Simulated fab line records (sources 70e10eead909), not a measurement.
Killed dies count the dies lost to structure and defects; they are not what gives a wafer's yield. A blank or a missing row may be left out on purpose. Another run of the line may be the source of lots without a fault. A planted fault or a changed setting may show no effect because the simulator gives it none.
fab line records | flow nand_harc | part 2 of 2: steps 29 to 36 of 36
record: lots: 5 | wafers: 15 | last_day: 32
route steps=1302 shown P_GATE@119
lots that met no fault: from a run of the same line without faults
start_h: start of the lot's first displayed wafer, in hours after the record's first day | wait_h: hours elapsed since this lot's preceding step | " as in the row above | L1.1+2: a single row standing in for several wafers | - either no value or no given start | * or withheld: withheld | < > ~ a bound
route shown NAME@n: names a module that has steps shown in the file, with the first one's number in the route | usual: average and standard deviation across the fault-free wafers | same: alike in all rows | chamber/n: place in a boat | sites: readings site by site | _std_site: their standard deviation | _edge_site: the outer-site mean with the inner-site mean subtracted | radius_mm: how far each site lies from the wafer's centre | mask NAME#n: copy n | behind: tool/chamber where the wafer was last shaped | hold: why the lot went on hold/how many hours it stayed there/how the hold came to an end | device: names the non-switching transistor (n, p or np) | end of line: at the end of the route, the tests of the same wafers | a step given without rows: its recipe and nothing more | killed: at the first sort, the dies lost to defects and structure; wafer yield is something else | map: shows each die of a wafer: x if killed, . if not, _ if none is there
set.NAME: setting as actually run; set.NAME@STEP: the setting as run at that earlier step | model.NAME: the simulator's own value behind a step, which no gauge read
lots at selected steps of the route; one table per step, one row per wafer
services: when a tool's chamber went out of use (start_h, in hours from the record's first day, below 0 if earlier), for how many hours, and the reason
== steps ==
step: NHARC_P_GATE_STRIP_106
recipe: o2_flow_sccm: 400 | cos_flow_sccm: 20 | ar_flow_sccm: 0 | bias_w: 0 | chemistry: O2/COS
lot.wafer  | tool        | chamber | start_h | wait_h
L077.4+6+5 | rie_diel-13 | 0,1,2   | -       | -
L078.3+5+6 | rie_diel-04 | 0,1,2   | -       | -
L082.3+2+6 | rie_diel-06 | 1,0,2   | -       | -
L090.3+4+5 | rie_diel-04 | 2,3,1   | -       | -
L094.1+4+6 | rie_diel-13 | 3,0,0   | -       | -
step: NHARC_P_GATE_ETCH_114
recipe: target_depth_a: 300 | overetch_a: 30 | time_s: 16.5 | ion_energy_ev: 100 | cf4_flow_sccm: 80 | o2_flow_sccm: 20 | ar_flow_sccm: 0 | rf_w: 300 | bias_w: 100 | chemistry: CF4/O2
usual: cf4_flow_sccm: 80.00/0.24 | drypump_motor_current_A: 5.6/0.42 | mfc_ar_sccm: 0.004/0.0079 | oes_f_703_au: 1.000/0.0044 | oes_product_au: 1.002/0.0096 | rf_vpp_V: 196.9/1.2 | showerhead_plenum_p_Torr: 1.29/0.035 | throttle_valve_pct: 13.398/0.0098
lot.wafer | tool        | chamber | start_h | wait_h | cf4_flow_sccm | drypump_motor_current_A | mfc_ar_sccm | oes_f_703_au | oes_product_au | rf_hours_counter_h | rf_vpp_V | showerhead_plenum_p_Torr | throttle_valve_pct
L077.4    | rie_diel-13 | 0       | -       | -      | 80.32         | 5.4                     | 0           | 0.992        | 0.994          | 9.0                | 196.2    | 1.27                     | 13.407
L077.6    | "           | 3       | "       | "      | 79.86         | 5.9                     | 0           | 0.997        | 1.006          | -                  | 197.2    | 1.28                     | 13.388
L077.5    | "           | 0       | "       | "      | 80.33         | 5.4                     | 0           | 1.004        | 0.996          | -                  | 197.1    | 1.27                     | 13.387
L078.3    | rie_diel-04 | 1       | -       | -      | 79.75         | 5.3                     | 0           | 0.994        | 0.986          | 3.8                | 194.3    | 1.30                     | 13.376
L078.5    | "           | 0       | "       | "      | 80.29         | 5.5                     | 0           | 1.008        | 1.014          | -                  | 197.5    | 1.32                     | 13.404
L078.6    | "           | 1       | "       | "      | 80.07         | 5.3                     | 0           | 1.003        | 0.998          | -                  | 196.8    | 1.30                     | 13.412
L082.2    | rie_diel-06 | 3       | -       | -      | 79.91         | 6.0                     | 0           | 1.004        | 1.002          | 1.3                | 197.4    | 1.26                     | 13.415
L082.3    | "           | 0       | "       | "      | 79.82         | 5.9                     | 0.014       | 1.000        | 0.996          | 2.0                | 198.7    | 1.30                     | 13.400
L082.6    | "           | 1       | "       | "      | 80.33         | 5.5                     | 0.012       | 0.998        | 1.028          | -                  | 196.9    | 1.31                     | 13.402
L090.4    | rie_diel-04 | 2       | -       | -      | 79.88         | 6.6                     | 0.028       | 0.995        | 1.008          | 5.0                | 195.7    | 1.25                     | 13.399
L090.3    | "           | 3       | "       | "      | 80.08         | 5.1                     | 0           | 1.004        | 1.014          | 5.4                | 199.6    | 1.38                     | 13.402
L090.5    | "           | 2       | "       | "      | 79.73         | 6.6                     | 0.028       | 1.002        | 1.006          | -                  | 195.7    | 1.25                     | 13.385
L094.4    | rie_diel-13 | 2       | -       | -      | 79.71         | 5.6                     | 0           | 1.006        | 1.012          | 5.8                | 197.5    | 1.28                     | 13.393
L094.1    | "           | 0       | "       | "      | 80.10         | 5.4                     | 0           | 1.004        | 0.996          | 6.1                | 197.0    | 1.26                     | 13.375
L094.6    | "           | 3       | "       | "      | 79.86         | 5.9                     | 0           | 1.003        | 1.000          | -                  | 197.2    | 1.28                     | 13.402
step: NHARC_P_GATE_ETCH_32
recipe: target_depth_a: 1500 | over_etch_frac: 1 | over_etch_ion_energy_ev: 40 | time_s: 100.1 | hbr_flow_sccm: 150 | cl2_flow_sccm: 50 | rf_w: 400 | icp_w: 400 | bias_w: 100 | chemistry: HBr/Cl2
usual: drypump_motor_current_A: 5.8/0.39 | oes_product_au: 0.997/0.0097 | throttle_valve_pct: 26.406/0.0092
lot.wafer | tool      | chamber | start_h | wait_h | drypump_motor_current_A | oes_product_au | rf_hours_counter_h | throttle_valve_pct
L077.5    | rie_si-02 | 1       | 128.32  | -      | 5.6                     | 0.978          | -                  | 26.398
L077.4    | "         | 3       | "       | "      | 6.3                     | 0.996          | -                  | 26.378
L077.6    | "         | 0       | "       | "      | 5.7                     | 0.986          | -                  | 26.409
L078.3    | rie_si-06 | 2       | 138.87  | -      | 6.0                     | 0.994          | 0.41               | 26.401
L078.6    | "         | 0       | "       | "      | 5.4                     | 0.989          | -                  | 26.419
L078.5    | "         | 1       | "       | "      | 6.2                     | 0.993          | -                  | 26.413
L082.3    | rie_si-06 | 3       | 184.82  | -      | 6.3                     | 1.007          | 0.65               | 26.404
L082.2    | "         | 1       | "       | "      | 6.2                     | 1.003          | 0.72               | 26.411
L082.6    | "         | 0       | "       | "      | 5.4                     | 1.006          | -                  | 26.403
L090.4    | rie_si-01 | 0       | 265.21  | -      | 5.7                     | 0.992          | 0.41               | 26.408
L090.3    | "         | 1       | "       | "      | 5.7                     | 0.987          | 0.38               | 26.385
L090.5    | "         | 3       | "       | "      | 6.5                     | 0.985          | -                  | 26.406
L094.1    | rie_si-02 | 3       | 298.60  | -      | 6.2                     | 0.989          | 0.06               | 26.388
L094.6    | "         | 0       | "       | "      | 5.6                     | 0.991          | -                  | 26.401
L094.4    | "         | 2       | "       | "      | 5.6                     | 0.995          | -                  | 26.410
step: NHARC_P_GATE_STRIP_108
recipe: o2_flow_sccm: 500 | ar_flow_sccm: 0 | bias_w: 0 | chemistry: O2
usual: drypump_motor_current_A: 5.7/0.43 | mfc_ar_sccm: 0.004/0.0081 | oes_product_au: 1.001/0.0099 | rf_vpp_V: 57.6/0.86 | showerhead_plenum_p_Torr: 3.41/0.081 | throttle_valve_pct: 17.037/0.0095
lot.wafer | tool        | chamber | start_h | wait_h | drypump_motor_current_A | mfc_ar_sccm | oes_product_au | rf_hours_counter_h | rf_vpp_V | showerhead_plenum_p_Torr | throttle_valve_pct
L077.5    | rie_diel-04 | 2       | 128.52  | -      | 6.6                     | 0.028       | 0.989          | -                  | 57.6     | 3.31                     | 17.047
L077.4    | "           | 0       | "       | "      | 5.5                     | 0           | 1.006          | -                  | 58.6     | 3.50                     | 17.037
L077.6    | "           | 1       | "       | "      | 5.3                     | 0           | 0.998          | -                  | 57.9     | 3.44                     | 17.040
L078.3    | rie_diel-13 | 2       | 139.04  | -      | 5.7                     | 0           | 1.010          | 8.2                | 56.6     | 3.38                     | 17.032
L078.6    | "           | 0       | "       | "      | 5.3                     | 0           | 1.006          | -                  | 56.5     | 3.35                     | 17.030
L078.5    | "           | 1       | "       | "      | 5.1                     | 0           | 0.995          | -                  | 57.3     | 3.39                     | 17.049
L082.3    | rie_diel-06 | 0       | 184.98  | -      | 6.0                     | 0.014       | 0.999          | 2.0                | 58.2     | 3.44                     | 17.036
L082.2    | "           | 2       | "       | "      | 6.3                     | 0           | 1.003          | 2.0                | 58.1     | 3.34                     | 17.047
L082.6    | "           | 0       | "       | "      | 6.0                     | 0.014       | 0.995          | -                  | 57.4     | 3.44                     | 17.041
L090.4    | rie_diel-04 | 3       | 265.34  | -      | 5.1                     | 0           | 1.016          | 5.4                | 58.2     | 3.64                     | 17.045
L090.3    | "           | 1       | "       | "      | 5.3                     | 0           | 0.997          | 4.8                | 57.2     | 3.44                     | 17.035
L090.5    | "           | 0       | "       | "      | 5.5                     | 0           | 1.008          | -                  | 56.7     | 3.50                     | 17.016
L094.4    | rie_diel-13 | 1       | 298.82  | -      | 5.1                     | 0           | 0.996          | 5.4                | 56.1     | 3.39                     | 17.038
L094.1    | "           | 2       | "       | "      | 5.7                     | 0           | 1.012          | 5.8                | 57.8     | 3.38                     | 17.050
L094.6    | "           | 3       | "       | "      | 5.8                     | 0           | 1.004          | -                  | 57.2     | 3.39                     | 17.040
step: NHARC_P_GATE_CD_MEAS_33
usual: cd_nm: 120.0/2.5
lot.wafer | tool      | chamber | start_h | wait_h | cd_nm
L077.4    | cd_sem-01 | -       | 128.67  | 0.1    | 117.2
L077.5    | "         | -       | "       | "      | 120.1
L077.6    | "         | -       | "       | "      | 118.8
L078.3    | cd_sem-01 | -       | 139.18  | -      | 126.2
L078.5    | "         | -       | "       | "      | 120.4
L078.6    | "         | -       | "       | "      | 120.6
L082.2    | cd_sem-03 | -       | 185.15  | -      | 119.4
L082.3    | "         | -       | "       | "      | 116.1
L082.6    | "         | -       | "       | "      | 122.7
L090.3    | cd_sem-02 | -       | 265.52  | -      | 122.9
L090.4    | "         | -       | "       | "      | 118.5
L090.5    | "         | -       | "       | "      | 121.1
L094.1    | cd_sem-03 | -       | 298.96  | -      | 121.4
L094.4    | "         | -       | "       | "      | 120.3
L094.6    | "         | -       | "       | "      | 119.3
step: NHARC_P_GATE_STRIP_35
recipe: time_s: 600 | temp_c: 130 | chemistry: SPM
lot.wafer  | tool         | chamber | start_h | wait_h
L077.5+4+6 | wet_bench-05 | 6,7,1   | 128.75  | 0.1
L078.5+3+6 | wet_bench-05 | 4,6,0   | 139.26  | 0.1
L082.6+2+3 | wet_bench-05 | 2,3,4   | 185.25  | 0.1
L090.4+3+5 | wet_bench-07 | 5,7,0   | 265.60  | 0.1
L094.1+6+4 | wet_bench-07 | 2,4,5   | 299.08  | 0.1
step: NHARC_P_GATE_PRECLEAN_73
recipe: time_s: * | temp_c: 50 | bath_age_min: 0 | chemistry: SC1
usual: sc1_h2o2_end_mol_l: 0.3698/0.00068
lot.wafer | tool         | chamber | start_h | wait_h | sc1_h2o2_end_mol_l
L077.5    | wet_bench-05 | 6       | -       | -      | 0.3690
L077.4    | "            | 7       | "       | "      | 0.3700
L077.6    | "            | 1       | "       | "      | 0.3699
L078.5    | wet_bench-05 | 4       | -       | -      | 0.3700
L078.3    | "            | 6       | "       | "      | 0.3696
L078.6    | "            | 0       | "       | "      | 0.3687
L082.6    | wet_bench-05 | 2       | -       | -      | 0.3691
L082.2    | "            | 3       | "       | "      | 0.3699
L082.3    | "            | 4       | "       | "      | 0.3688
L090.4    | wet_bench-07 | 5       | -       | -      | 0.3704
L090.3    | "            | 7       | "       | "      | 0.3698
L090.5    | "            | 0       | "       | "      | 0.3684
L094.1    | wet_bench-07 | 2       | -       | -      | 0.3704
L094.6    | "            | 4       | "       | "      | 0.3697
L094.4    | "            | 5       | "       | "      | 0.3689
step: NHARC_P_GATE_SRD_74
lot.wafer  | tool         | chamber | start_h | wait_h
L077.5+4+6 | wet_bench-05 | 6,7,1   | -       | -
L078.5+3+6 | wet_bench-05 | 4,6,0   | -       | -
L082.6+2+3 | wet_bench-05 | 2,3,4   | -       | -
L090.4+3+5 | wet_bench-07 | 5,7,0   | -       | -
L094.1+6+4 | wet_bench-07 | 2,4,5   | -       | -
== services ==
tool           | chamber | start_h | hours | kind
pecvd-04       | -       | 88.38   | 13.0  | pm
wet_bench-03   | -       | 88.92   | 0.7   | repair
rie_diel-06    | 2       | 115.01  | 7.5   | repair
rie_diel-04    | 3       | 117.40  | 21.8  | repair
litho_track-05 | -       | 124.00  | 7.0   | pm
rie_diel-06    | -       | 130.20  | 9.0   | pm
krf_scanner-01 | -       | 140.00  | 4.0   | pm
krf_scanner-01 | -       | 146.64  | 0.8   | repair
litho_track-01 | -       | 155.00  | 7.0   | pm
wet_bench-07   | -       | 160.09  | 8.0   | pm
rie_diel-13    | -       | 165.00  | 9.0   | pm
rie_diel-04    | -       | 177.90  | 9.0   | pm
litho_track-06 | -       | 179.00  | 7.0   | pm
litho_track-04 | -       | 203.00  | 7.0   | pm
rie_diel-04    | 0       | 205.85  | 4.1   | repair
wet_bench-03   | -       | 210.40  | 8.0   | pm
litho_track-02 | -       | 227.00  | 7.0   | pm
rie_diel-04    | 1       | 232.36  | 3.3   | repair
rie_diel-13    | 1       | 246.52  | 9.3   | repair
litho_track-07 | -       | 251.00  | 7.0   | pm
wet_bench-05   | -       | 260.80  | 8.0   | pm
rie_diel-06    | 0       | 279.83  | 6.5   | repair
rie_diel-06    | 1       | 292.75  | 25.7  | repair
litho_track-05 | -       | 299.00  | 7.0   | pm
